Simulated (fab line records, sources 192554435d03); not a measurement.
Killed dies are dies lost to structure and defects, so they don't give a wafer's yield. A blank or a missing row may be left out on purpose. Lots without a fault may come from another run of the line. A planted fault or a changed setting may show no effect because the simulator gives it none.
Chamber matching | flow n5_finfet | N5_BEOL_M5_DESCUM_16 on rie_diel-06: 4 sister chambers
The step chemistry O2, time 7 s. 16 wafers are shown with their chamber, then 8 later ones without.

WAFERS WITH THEIR CHAMBER
wafer  | chamber | showerhead_plenum_p_Torr (Torr) | drypump_motor_current_A (A) | throttle_valve_pct (%)
L075.1 | 1       | 2.04                            | 6.2                         | 20.05
L075.3 | 3       | 2.18                            | 5.6                         | 20.35
L075.6 | 0       | 2.02                            | 5.6                         | 20.70
L074.2 | 0       | 2.01                            | 5.7                         | 20.69
L074.4 | 3       | 2.18                            | 5.6                         | 20.35
L074.5 | 3       | 2.18                            | 5.6                         | 20.37
L076.1 | 2       | 2.22                            | 6.0                         | 20.41
L076.2 | 1       | 2.04                            | 6.2                         | 20.06
L076.3 | 3       | 2.18                            | 5.6                         | 20.38
L082.1 | 1       | 2.04                            | 6.2                         | 20.08
L082.2 | 2       | 2.22                            | 6.0                         | 20.39
L082.4 | 0       | 2.01                            | 5.6                         | 20.74
L086.1 | 3       | 2.17                            | 5.6                         | 20.38
L086.3 | 2       | 2.22                            | 6.0                         | 20.41
L086.4 | 1       | 2.03                            | 6.2                         | 20.07
L091.1 | 2       | 2.22                            | 6.0                         | 20.41

SIGNATURES (means of the wafers above)
reading                  | chamber 0 | chamber 1 | chamber 2 | chamber 3 | scatter within a chamber
showerhead_plenum_p_Torr | 2.0133    | 2.0375    | 2.2200    | 2.1780    | 0.0043
drypump_motor_current_A  | 5.633     | 6.200     | 6.000     | 5.600     | 0.0236
throttle_valve_pct       | 20.7100   | 20.0650   | 20.4050   | 20.3660   | 0.0161
Rule: a wafer's distance from a chamber is the root of the sum, over the readings, of the square of ((its reading less the chamber's mean) divided by the reading's scatter). The wafer belongs to the nearest chamber; if the next one is less than 2 further off, it can't be placed. The scatter: the root of (the sum of the squares of (reading less its chamber's mean) over the shown wafers, divided by (wafers less chambers)).

WAFERS WITHOUT THEIR CHAMBER
wafer  | showerhead_plenum_p_Torr (Torr) | drypump_motor_current_A (A) | throttle_valve_pct (%)
L091.3 | 2.17                            | 5.6                         | 20.40
L091.5 | 2.17                            | 5.6                         | 20.39
L092.1 | 2.03                            | 6.2                         | 20.11
L092.2 | 2.17                            | 5.6                         | 20.41
L092.6 | 2.17                            | 5.6                         | 20.40
L094.1 | 2.21                            | 6.0                         | 20.44
L094.5 | 2.03                            | 6.2                         | 20.10
L094.6 | 2.21                            | 6.0                         | 20.44

WHICH CHAMBER EACH WENT THROUGH
wafer  | from the rows above | in truth
L091.3 | 3                   | 3
L091.5 | 3                   | 3
L092.1 | 1                   | 1
L092.2 | 3                   | 3
L092.6 | 3                   | 3
L094.1 | 2                   | 2
L094.5 | 1                   | 1
L094.6 | 2                   | 2
Placed correctly: 8 of 8. Can't be placed from these rows: 0. Placed wrongly: 0.
